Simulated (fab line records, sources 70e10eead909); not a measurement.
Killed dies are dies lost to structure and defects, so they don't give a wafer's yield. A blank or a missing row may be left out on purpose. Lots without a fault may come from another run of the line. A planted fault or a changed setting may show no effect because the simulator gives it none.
A struck lot beside a sound one | flow nand_harc | 14 steps out of a route of 1302
Sound: wafers L946.3, L946.4, L946.5. Struck: wafers L951.2, L951.3, L951.4. The cause comes at the end.
At each step with rows: each side's tool, then ch and its chambers, then its first start. Under that, the readings that differ: sound wafers | struck wafers | difference of the means | sigmas: that difference in standard deviations of wafers without a fault.
alike: readings whose means differ by less than 2 such deviations, and words and numbers that are the same on both sides. not compared: withheld readings, readings that some wafer has no value for, bounds like >300 that may hide the same value, and numbers for which the record gives no deviation and whose values overlap.
The two part at a step that has a row with sigmas, a row that says differs or no value, or rows on one side only. Numbers that don't overlap but have no deviation are shown without sigmas and don't part them. A reading that every wafer of one side lacks parts them only if that side has two wafers or more.

first, 2 steps without rows for these wafers: NHARC_A_SOURCE_PLATE_SRD_01; NHARC_A_SOURCE_PLATE_OXIDE_02 (material SiO2, target thk 10 nm, ox time 1362 s).
NHARC_A_SOURCE_PLATE_THK_MEAS_09: measures by ellipsometry.
  sound on film_metro-02, day 11 05:34; struck on film_metro-02, day 13 02:30
  alike: thk_nm
then, 3 steps without rows for these wafers: NHARC_A_SOURCE_PLATE_PVD_04 (deposits WSi2, target thk 50 nm); NHARC_A_SOURCE_PLATE_CVD_03 (deposits poly-Si, target thk 200 nm, time 4000 s); NHARC_A_SOURCE_PLATE_ANNEAL_05 (time 1800 s).
NHARC_A_SOURCE_PLATE_THK_MEAS_06: measures by ellipsometry.
  sound on film_metro-02, day 11 18:13; struck on film_metro-02, day 13 17:19
  alike: thk_nm
NHARC_A_SOURCE_PLATE_INSPECT_08:
  sound on defect_inspect-02, day 11 18:17; struck on defect_inspect-02, day 13 17:23
  alike: raw_defect_count
then, 1 step without rows for these wafers: NHARC_A_ONON_D1_DEP_00 (target thk 1000 nm).
NHARC_A_ONON_D1_THK_MEAS_02: measures by ellipsometry.
  sound on film_metro-02, day 11 18:51; struck on film_metro-02, day 13 17:58
  alike: thk_nm
NHARC_A_ONON_D1_DEP_03: target thk 1000 nm.
  sound on pecvd_onon-03 ch 0, day 11 19:01; struck on pecvd_onon-02 ch 0, day 13 18:04
NHARC_A_ONON_D1_THK_MEAS_05: measures by ellipsometry.
  sound on film_metro-02, day 11 19:26; struck on film_metro-02, day 13 18:32
  reading     | sound       | struck         | difference | sigmas
  thk_nm (nm) | 992 991 993 | 1565 1566 1563 | +573       | +59
then, 1 step without rows for these wafers: NHARC_A_ONON_D1_DEP_06 (target thk 1000 nm).
-- the record jumps here: 17 days lie between the struck wafers' starts before and after (it left off in module A_ONON_D1 and takes up again in module END, whose first step shown is number 1302 of the route) --
NHARC_END_SORT_01:
  sound on prober-02 ch 0, day 28 14:29; struck on prober-01 ch 0, day 30 21:39
  reading         | sound    | struck      | difference | sigmas
  killed_at_array | 51 84 65 | 672 671 669 | +604       | +27
  killed_at_other | 0 0 0    | 5 3 5       | +4         | +3
  killed_dies     | 55 89 72 | 677 677 677 | +605       | +28
  alike: killed_at_periphery, killed_open, killed_short

WHERE THEY PART
First at NHARC_A_ONON_D1_THK_MEAS_05; last, within this record, at NHARC_END_SORT_01.

WHY: what the simulator had put in
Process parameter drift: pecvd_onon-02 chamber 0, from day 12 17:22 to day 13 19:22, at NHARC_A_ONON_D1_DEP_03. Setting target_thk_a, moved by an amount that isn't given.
